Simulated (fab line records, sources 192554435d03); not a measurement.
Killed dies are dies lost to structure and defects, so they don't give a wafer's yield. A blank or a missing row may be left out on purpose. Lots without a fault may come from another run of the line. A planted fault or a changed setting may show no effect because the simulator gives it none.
fab line records | flow n5_finfet | part 1 of 2: steps 1 to 7 of 8
record lots=11 wafers=33 last_day=16
route steps=1938 shown BEOL_M9@1423 BEOL_M15@1830
lots that met no fault: from a run of the same line without faults
start_h: hours from the record's first day to the start of the lot's first wafer shown | wait_h: hours since the lot's step before | " the same as in the row above | L1.1+2: a row that stands for several wafers | - no value, or no start given | * or withheld: withheld | < > ~ a bound
route shown NAME@n: a module of which the file shows steps, and the number in the route of the first | usual: mean/standard deviation of fault-free wafers | same: alike in all rows | chamber/n: place in a boat | sites: the reading at each site | _std_site: their standard deviation | _edge_site: outer sites' mean less inner sites' | radius_mm: how far each site lies from the wafer's centre | mask NAME#n: copy n | behind: the tool/chamber that last shaped the wafer | hold: why the lot was held/for how many hours/how that ended | device: the transistor (n, p or np) that didn't switch | end of line: the same wafers' tests at the end of the route | a step without rows: its recipe alone | killed: dies lost to structure and defects at the first sort, not the wafer's yield | map: a wafer's dies, x killed, . not, _ none there
set.NAME: the setting as run; set.NAME@STEP: as run at that earlier step | model.NAME: the simulator's own value behind a step, which no gauge read
steps of the route over a sample of lots; a table a step, a row a wafer
services: from which hour (start_h, from the record's first day; less than 0 if before it) a tool's chamber was out of use, for how many hours, and why
## steps
# step N5_BEOL_M9_STRIP_19
# recipe chemistry=O2 power_w=400 temp_c=40 pressure_mtorr=30 rf_frequency_hz=6e+07 bias_power_w=0 overash_fraction=0.2 o2_flow_sccm=225
# usual drypump_motor_current_A=5.7/0.47 oes_product_au=0.79/0.095 rf_vpp_V=3.7/0.62 showerhead_plenum_p_Torr=2.11/0.084 throttle_valve_pct=16.69/0.25
# same bias_power_w=0
# columns lot.wafer tool chamber start_h wait_h drypump_motor_current_A oes_product_au rf_hours_counter_h rf_vpp_V showerhead_plenum_p_Torr throttle_valve_pct
L123.1 rie_diel-04 3 217.52 0.1 6.0 0.69 239 4.4 2.14 16.72
L123.3 " 0 " " 5.3 0.74 182 3.7 2.18 16.85
L123.5 " 3 " " 6.0 0.68 - 2.8 2.14 16.72
L122.2 rie_diel-06 3 219.52 0.1 6.1 0.70 243 3.9 2.08 16.96
L122.3 " 2 " " 4.8 0.89 24 3.0 2.22 16.45
L122.6 " 2 " " 4.8 0.90 - 3.6 2.22 16.42
L124.2 rie_diel-06 2 229.80 0.1 4.8 0.89 27 4.1 2.21 16.45
L124.3 " 1 " " 5.5 0.77 142 2.9 1.91 16.43
L124.5 " 0 " " 5.6 0.73 - 4.4 2.16 16.93
L125.3 rie_diel-01 1 237.13 0.1 6.4 0.74 177 3.6 2.10 16.94
L125.5 " 3 " " 6.0 0.68 - 2.8 2.07 16.70
L125.6 " 0 " " 6.2 0.69 - 4.7 1.99 17.01
L126.2 rie_diel-01 3 242.57 0.3 5.9 0.69 245 3.8 2.07 16.70
L126.4 " 1 " " 6.4 0.75 179 5.5 2.10 16.94
L126.6 " 1 " " 6.4 0.75 - 4.1 2.10 16.93
L128.1 rie_diel-01 3 254.03 0.2 5.9 0.67 250 3.6 2.07 16.70
L128.3 " 0 " " 6.2 0.70 214 2.9 1.98 17.04
L128.5 " 1 " " 6.4 0.74 - 3.6 2.10 16.93
L127.2 rie_diel-06 1 259.73 0.1 5.5 0.75 151 3.6 1.91 16.45
L127.3 " 2 " " 4.8 0.88 36 4.6 2.21 16.46
L127.6 " 1 " " 5.5 0.76 - 3.3 1.91 16.43
L129.1 rie_diel-06 1 263.49 0.2 5.6 0.75 152 3.7 1.91 16.45
L129.3 " 3 " " 6.1 0.96 1 3.1 2.08 16.49
L129.6 " 2 " " 4.8 0.88 - 3.9 2.21 16.46
L133.2 rie_diel-04 2 290.85 0.1 5.9 0.81 89 4.6 2.13 16.65
L133.3 " 0 " " 5.3 0.72 211 3.2 2.17 16.89
L133.5 " 3 " " 6.0 0.93 - 3.2 2.14 16.23
L134.1 rie_diel-06 0 291.50 0.1 5.6 0.71 225 3.8 2.16 16.96
L134.4 " 1 " " 5.6 0.76 161 4.4 1.91 16.48
L134.6 " 0 " " 5.6 0.71 - 3.8 2.16 16.95
L135.1 rie_diel-01 3 303.49 0.1 5.9 0.99 6 3.8 2.06 16.24
L135.4 " 2 " " 5.1 0.74 173 3.7 2.16 16.76
L135.5 " 3 " " 5.9 0.97 - 3.2 2.06 16.23
# step N5_BEOL_M9_DESCUM_33
# recipe chemistry=O2 time_s=7 source_power_w=50 bias_power_w=20 pressure_mtorr=20 rf_frequency_hz=2.712e+07 temp_c=40 resist=CAR-EUV o2_flow_sccm=225
# usual bias_power_w=20.01/0.058 drypump_motor_current_A=5.7/0.49 oes_product_au=0.79/0.093 rf_fwd_power_W=49.37/0.24 rf_vpp_V=243.1/1.7 showerhead_plenum_p_Torr=2.09/0.09 throttle_valve_pct=20.47/0.25
# same time_s=7
# columns lot.wafer tool chamber start_h wait_h bias_power_w drypump_motor_current_A oes_product_au rf_fwd_power_W rf_hours_counter_h rf_vpp_V showerhead_plenum_p_Torr throttle_valve_pct
L123.1 rie_diel-01 2 218.19 0.1 19.95 5.1 0.77 49.76 150 245.7 2.17 20.43
L123.3 " 3 " " 19.94 5.9 0.69 49.39 238 244.7 2.07 20.42
L123.5 " 3 " " 19.95 5.9 0.69 49.63 - 244.7 2.07 20.42
L122.2 rie_diel-04 2 220.02 0.0 19.92 5.9 0.84 49.70 69 243.1 2.14 20.40
L122.3 " 0 " " 20.02 5.3 0.75 49.19 183 244.5 2.18 20.59
L122.6 " 3 " " 20.03 6.0 0.69 49.67 - 243.7 2.14 20.44
L124.2 rie_diel-06 2 230.33 0.0 20.01 4.8 0.90 49.55 27 244.6 2.21 20.18
L124.3 " 1 " " 19.97 5.5 0.76 49.11 142 239.6 1.91 20.15
L124.5 " 3 " " 20.01 6.1 0.71 49.67 - 243.2 2.07 20.74
L125.3 rie_diel-06 0 237.62 0.0 20.06 5.6 0.72 49.18 209 244.3 2.16 20.67
L125.5 " 0 " " 20.13 5.6 0.72 49.35 - 244.9 2.16 20.66
L125.6 " 1 " " 20.03 5.6 0.76 48.96 - 241.3 1.91 20.15
L126.2 rie_diel-06 2 243.13 0.0 19.96 4.8 0.88 49.40 32 245.7 2.21 20.21
L126.4 " 1 " " 19.99 5.5 0.76 49.26 - 240.2 1.91 20.16
L126.6 " 0 " " 20.09 5.6 0.72 49.25 - 244.6 2.16 20.67
L128.1 rie_diel-01 1 258.54 0.0 20.03 6.4 0.74 49.34 184 242.5 2.09 20.69
L128.3 " 0 " " 19.98 6.2 0.69 48.69 215 240.8 1.98 20.81
L128.5 " 0 " " 19.94 6.2 0.68 48.98 - 242.4 1.98 20.81
L127.2 rie_diel-06 3 262.21 0.1 19.98 6.2 0.97 49.56 1 242.6 2.07 20.36
L127.3 " 0 " " 20.05 5.6 0.71 49.07 216 243.1 2.16 20.66
L127.6 " 3 " " 20.00 6.1 0.98 49.37 - 242.5 2.07 20.35
L129.1 rie_diel-01 2 265.14 0.0 20.01 5.1 0.75 49.50 160 244.0 2.17 20.47
L129.3 " 0 " " 19.97 6.3 0.69 48.81 218 243.0 1.98 20.82
L129.6 " 1 " " 20.02 6.4 0.74 49.43 - 243.9 2.09 20.72
L133.2 rie_diel-06 1 291.61 0.0 20.04 5.5 0.75 49.33 161 240.6 1.90 20.18
L133.3 " 3 " " 20.04 6.1 0.92 49.56 12 243.3 2.07 20.35
L133.5 " 3 " " 20.03 6.2 0.92 49.66 - 242.1 2.07 20.37
L134.1 rie_diel-04 3 293.68 0.1 20.00 6.0 0.92 49.80 8 244.5 2.13 19.96
L134.4 " 2 " " 20.07 5.9 0.81 49.55 - 244.2 2.13 20.44
L134.6 " 3 " " 19.97 6.0 0.92 49.63 - 244.3 2.13 19.96
L135.1 rie_diel-06 3 305.62 0.1 20.08 6.1 0.90 49.44 16 241.5 2.07 20.38
L135.4 " 0 " " 20.03 5.6 0.71 49.18 229 245.2 2.15 20.69
L135.5 " 3 " " 20.00 6.1 0.90 49.45 - 240.9 2.07 20.36
# step N5_BEOL_M9_STRIP_36
# recipe chemistry=N2/H2 power_w=450 temp_c=40 pressure_mtorr=20 rf_frequency_hz=6e+07 overash_fraction=0.3 bias_power_w=7 h2_frac=0.5 n2_flow_sccm=200 h2_flow_sccm=200
# usual bias_power_w=6.996/0.021 drypump_motor_current_A=5.7/0.48 oes_product_au=0.78/0.093 rf_vpp_V=59.0/1.5 showerhead_plenum_p_Torr=2.53/0.1 throttle_valve_pct=23.68/0.29
# columns lot.wafer tool chamber start_h wait_h bias_power_w drypump_motor_current_A oes_product_au rf_hours_counter_h rf_vpp_V showerhead_plenum_p_Torr throttle_valve_pct
L123.1 rie_diel-01 2 218.43 0.0 7.011 5.1 0.77 150 57.1 2.63 23.60
L123.3 " 3 " " 6.996 5.9 0.69 239 56.8 2.51 23.76
L123.5 " 3 " " 7.027 6.0 0.67 - 59.3 2.51 23.73
L122.2 rie_diel-04 2 220.27 0.0 6.997 5.9 0.83 69 61.4 2.56 23.22
L122.3 " 0 " " 7.004 5.4 0.76 183 56.0 2.62 23.58
L122.6 " 3 " " 6.994 6.1 0.69 - 60.3 2.60 23.69
L124.2 rie_diel-06 2 230.58 0.0 6.983 4.8 0.89 27 57.8 2.70 23.42
L124.3 " 1 " " 6.989 5.5 0.76 142 56.5 2.36 23.79
L124.5 " 3 " " 7.011 6.1 0.70 - 56.9 2.49 23.73
L125.3 rie_diel-06 0 237.86 0.0 6.978 5.6 0.70 209 60.4 2.61 23.81
L125.5 " 0 " " 7.004 5.6 0.73 - 58.7 2.61 23.78
L125.6 " 1 " " 6.989 5.5 0.77 - 60.2 2.36 23.78
L126.2 rie_diel-06 2 243.37 0.0 7.001 4.8 0.88 32 61.7 2.70 23.39
L126.4 " 1 " " 6.996 5.6 0.77 - 58.3 2.36 23.80
L126.6 " 0 " " 7.013 5.6 0.71 - 59.8 2.61 23.79
L128.1 rie_diel-01 1 258.78 0.0 6.963 6.4 0.74 184 56.4 2.53 23.85
L128.3 " 0 " " 7.027 6.2 0.70 215 60.5 2.39 23.99
L128.5 " 0 " " 7.021 6.2 0.68 - 58.3 2.39 24.00
L127.2 rie_diel-06 3 262.45 0.0 6.989 6.1 0.96 1 59.3 2.48 23.40
L127.3 " 0 " " 7.027 5.6 0.71 216 58.2 2.61 23.80
L127.6 " 3 " " 7.004 6.2 0.94 - 58.4 2.48 23.33
L129.1 rie_diel-01 2 265.39 0.0 7.029 5.1 0.74 160 59.2 2.63 23.59
L129.3 " 0 " " 7.005 6.2 0.69 218 58.4 2.39 24.00
L129.6 " 1 " " 7.030 6.4 0.74 - 57.4 2.53 23.88
L133.2 rie_diel-06 1 291.85 0.0 7.013 5.5 0.75 161 56.8 2.35 23.80
L133.3 " 3 " " 6.971 6.2 0.91 12 57.1 2.48 23.43
L133.5 " 3 " " 6.986 6.2 0.91 - 56.3 2.48 23.42
L134.1 rie_diel-04 3 293.92 0.0 6.973 6.0 0.92 9 60.5 2.59 23.15
L134.4 " 2 " " 7.018 5.9 0.81 - 59.2 2.55 23.27
L134.6 " 3 " " 6.951 6.0 0.93 - 59.2 2.59 23.14
L135.1 rie_diel-06 3 305.86 0.0 6.983 6.2 0.89 16 58.7 2.48 23.42
L135.4 " 0 " " 6.983 5.7 0.70 229 61.7 2.60 23.80
L135.5 " 3 " " 7.017 6.1 0.90 - 57.5 2.48 23.41
# step N5_BEOL_M9_TRENCH_ETCH_37
# recipe chemistry=C4F6/O2 target_depth_a=1514.3 target=SiCOH_lowk time_s=49 ion_energy_ev=250 pressure_mtorr=30 source_w=345 bias_w=185 Ar_flow_sccm=300 C4F6_flow_sccm=10 O2_flow_sccm=10
# usual drypump_motor_current_A=5.7/0.49 oes_product_au=0.78/0.095 rf_fwd_power_W=341.3/1.4 rf_vpp_V=667/8.7 run_length_s=72.3/0.58 showerhead_plenum_p_Torr=2.84/0.12 throttle_valve_pct=20.95/0.23 time_s=49/0
# columns lot.wafer tool chamber start_h wait_h drypump_motor_current_A oes_product_au rf_fwd_power_W rf_hours_counter_h rf_vpp_V run_length_s showerhead_plenum_p_Torr throttle_valve_pct time_s
L123.1 rie_diel-01 2 218.47 - 5.1 0.76 343.2 150 666 72.5 2.99 21.20 49
L123.3 " 3 " " 5.9 0.69 341.4 239 683 72.4 2.82 20.96 49
L123.5 " 3 " " 6.0 0.68 341.0 - 683 72.3 2.82 20.96 49
L122.2 rie_diel-04 2 220.31 - 5.9 0.83 343.4 69 649 73.0 2.87 20.74 49
L122.3 " 0 " " 5.3 0.75 339.0 183 684 72.2 2.96 21.09 49
L122.6 " 3 " " 6.0 0.69 342.2 - 665 72.5 2.91 20.97 49
L124.2 rie_diel-06 2 230.62 - 4.8 0.91 341.1 27 665 73.1 3.01 20.76 49
L124.3 " 1 " " 5.5 0.76 340.1 142 672 72.3 2.63 20.74 49
L124.5 " 3 " " 6.2 0.71 341.9 - 658 72.0 2.80 21.06 49
L125.3 rie_diel-06 0 237.90 - 5.6 0.72 340.2 209 659 72.6 2.92 21.14 49
L125.5 " 0 " " 5.6 0.72 340.6 - 661 72.5 2.92 21.09 49
L125.6 " 1 " " 5.6 0.77 340.2 - 673 72.2 2.62 20.75 49
L126.2 rie_diel-06 2 243.41 - 4.8 0.91 340.5 32 663 73.3 3.01 20.77 49
L126.4 " 1 " " 5.5 0.75 340.9 - 673 72.6 2.62 20.74 49
L126.6 " 0 " " 5.6 0.71 340.8 - 662 72.3 2.92 21.12 49
L128.1 rie_diel-01 1 258.82 - 6.4 0.74 341.3 184 670 71.4 2.82 21.03 49
L128.3 " 0 " " 6.2 0.69 337.5 215 662 71.3 2.70 21.28 49
L128.5 " 0 " " 6.2 0.69 339.1 - 663 71.5 2.70 21.27 49
L127.2 rie_diel-06 3 262.49 - 6.2 0.97 342.9 1 659 72.1 2.79 20.69 49
L127.3 " 0 " " 5.6 0.71 340.9 216 661 72.6 2.92 21.11 49
L127.6 " 3 " " 6.2 0.98 341.6 - 661 71.4 2.79 20.68 49
L129.1 rie_diel-01 2 265.43 - 5.1 0.75 341.3 160 665 72.7 2.99 21.20 49
L129.3 " 0 " " 6.2 0.69 339.7 218 664 71.8 2.70 21.28 49
L129.6 " 1 " " 6.4 0.75 341.6 - 670 71.4 2.82 21.06 49
L133.2 rie_diel-06 1 291.89 - 5.6 0.75 338.2 161 673 60.8 2.62 20.76 34.3
L133.3 " 3 " " 6.1 0.92 340.8 12 660 60.4 2.79 20.70 34.3
L133.5 " 3 " " 6.1 0.92 340.6 - 659 59.6 2.79 20.70 34.3
L134.1 rie_diel-04 3 293.96 - 6.0 0.91 342.4 9 664 60.8 2.91 20.51 34.3
L134.4 " 2 " " 5.9 0.79 340.9 - 648 61.3 2.86 20.77 34.3
L134.6 " 3 " " 6.0 0.91 343.9 - 663 60.4 2.91 20.53 34.3
L135.1 rie_diel-06 3 305.90 - 6.2 0.92 342.6 16 659 59.8 2.79 20.69 34.3
L135.4 " 0 " " 5.6 0.70 339.5 229 663 61.0 2.91 21.14 34.3
L135.5 " 3 " " 6.2 0.91 344.1 - 660 59.6 2.79 20.70 34.3
# step N5_BEOL_M9_OCD_MEAS_38
# usual trench_depth_nm=150.9/2.9
# columns lot.wafer tool chamber start_h wait_h trench_depth_nm
L123.1 ocd-01 - 218.65 - 148.3
L123.3 " - " " 149.6
L123.5 " - " " 147.7
L122.2 ocd-02 - 220.48 - 150.2
L122.3 " - " " 151.8
L122.6 " - " " 151.4
L124.2 ocd-01 - 230.79 - 151.7
L124.3 " - " " 150.0
L124.5 " - " " 153.2
L125.3 ocd-01 - 238.08 - 148.5
L125.5 " - " " 149.7
L125.6 " - " " 152.9
L126.2 ocd-02 - 243.58 - 153.8
L126.4 " - " " 150.6
L126.6 " - " " 148.2
L128.1 ocd-01 - 258.99 - 150.3
L128.3 " - " " 147.2
L128.5 " - " " 148.0
L127.2 ocd-02 - 262.66 - 154.0
L127.3 " - " " 150.0
L127.6 " - " " 152.5
L129.1 ocd-01 - 265.60 - 148.5
L129.3 " - " " 148.7
L129.6 " - " " 153.4
L133.2 ocd-02 - 292.07 - 105.5
L133.3 " - " " 107.0
L133.5 " - " " 107.4
L134.1 ocd-01 - 294.13 - 105.2
L134.4 " - " " 102.8
L134.6 " - " " 103.7
L135.1 ocd-02 - 306.07 - 106.8
L135.4 " - " " 103.6
L135.5 " - " " 107.1
# step N5_BEOL_M9_THK_MEAS_53
# recipe thk_meas_gauge=xrf reads=Cu_of_BEOL_M9_ECD_50
# usual M9_THK=138/3.1
# columns lot.wafer tool chamber start_h wait_h M9_THK[nm]
L123.1 film_metro-01 - 224.31 - 135
L123.3 " - " " 138
L123.5 " - " " 135
L122.2 film_metro-01 - 225.42 - 136
L122.3 " - " " 140
L122.6 " - " " 141
L124.2 film_metro-02 - 236.34 - 139
L124.3 " - " " 137
L124.5 " - " " 140
L125.3 film_metro-01 - 243.29 - 137
L125.5 " - " " 139
L125.6 " - " " 142
L126.2 film_metro-02 - 245.60 - 140
L126.4 " - " " 138
L126.6 " - " " 135
L128.1 film_metro-02 - 262.16 - 138
L128.3 " - " " 138
L128.5 " - " " 137
L127.2 film_metro-02 - 267.14 - 141
L127.3 " - " " 135
L127.6 " - " " 139
L129.1 film_metro-01 - 268.18 - 133
L129.3 " - " " 133
L129.6 " - " " 138
L133.2 film_metro-02 - 295.35 - 92
L133.3 " - " " 95
L133.5 " - " " 95
L134.1 film_metro-02 - 297.68 - 93
L134.4 " - " " 89
L134.6 " - " " 93
L135.1 film_metro-01 - 308.21 - 93
L135.4 " - " " 90
L135.5 " - " " 93
# step N5_BEOL_M9_RS_MEAS_57
# recipe thk_meas_gauge=four-point-probe reads=Cu_of_BEOL_M9_ECD_50+Co_of_BEOL_M9_CVD_78+TaN_of_BEOL_M9_ALD_74
# usual M9_RS=0.152/0.0036
# columns lot.wafer tool chamber start_h wait_h M9_RS[ohm/sq]
L123.1 film_metro-01 - 224.48 0.1 0.155
L123.3 " - " " 0.151
L123.5 " - " " 0.154
L122.2 film_metro-01 - 225.67 0.1 0.154
L122.3 " - " " 0.149
L122.6 " - " " 0.149
L124.2 film_metro-01 - 236.48 0.1 0.150
L124.3 " - " " 0.152
L124.5 " - " " 0.149
L125.3 film_metro-02 - 243.42 0.1 0.153
L125.5 " - " " 0.152
L125.6 " - " " 0.148
L126.2 film_metro-01 - 245.74 0.1 0.149
L126.4 " - " " 0.150
L126.6 " - " " 0.154
L128.1 film_metro-01 - 262.29 0.1 0.151
L128.3 " - " " 0.151
L128.5 " - " " 0.154
L127.2 film_metro-02 - 267.27 0.1 0.147
L127.3 " - " " 0.153
L127.6 " - " " 0.150
L129.1 film_metro-01 - 268.32 0.1 0.157
L129.3 " - " " 0.156
L129.6 " - " " 0.151
L133.2 film_metro-02 - 295.48 0.1 0.235
L133.3 " - " " 0.227
L133.5 " - " " 0.227
L134.1 film_metro-01 - 297.82 0.1 0.237
L134.4 " - " " 0.250
L134.6 " - " " 0.238
L135.1 film_metro-02 - 308.35 0.1 0.237
L135.4 " - " " 0.245
L135.5 " - " " 0.236
## key
first_sign step=N5_BEOL_M9_TRENCH_ETCH_37 reading=time_s direction=down sigmas=99+ usual=* struck=*
effect step=N5_BEOL_M9_TRENCH_ETCH_37 reading=run_length_s direction=down sigmas=20 usual=* struck=*
effect step=N5_BEOL_M9_OCD_MEAS_38 reading=trench_depth_nm direction=down sigmas=16 usual=150.9 struck=105.5
effect step=N5_BEOL_M9_THK_MEAS_53 reading=M9_THK direction=down sigmas=15 usual=138 struck=93
effect step=N5_BEOL_M9_RS_MEAS_57 reading=M9_RS direction=up sigmas=24 usual=0.152 struck=0.237
effect step=N5_BEOL_M15_RC_MEAS_101 reading=SERP_M9 direction=up sigmas=20 usual=3.09 struck=4.84
met_at N5_BEOL_M9_TRENCH_ETCH_37
struck_lots L133,L134,L135
sort_left_out L133.2,L133.3,L133.5,L134.1,L134.4,L134.6,L135.1,L135.4,L135.5
not_acting_at N5_BEOL_M9_STRIP_19,N5_BEOL_M9_DESCUM_33,N5_BEOL_M9_STRIP_36
onset_between 262.49 291.89
fault kind=recipe_version_skew tool=rie_diel-01,rie_diel-04,rie_diel-06 chamber=- onset_h=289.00 steps=N5_BEOL_M9_TRENCH_ETCH_37 wrong_recipe.time_s=*
# sort_left_out: the simulated sort isn't trusted on such a fault, so these wafers' sort isn't shown, and their yield isn't known
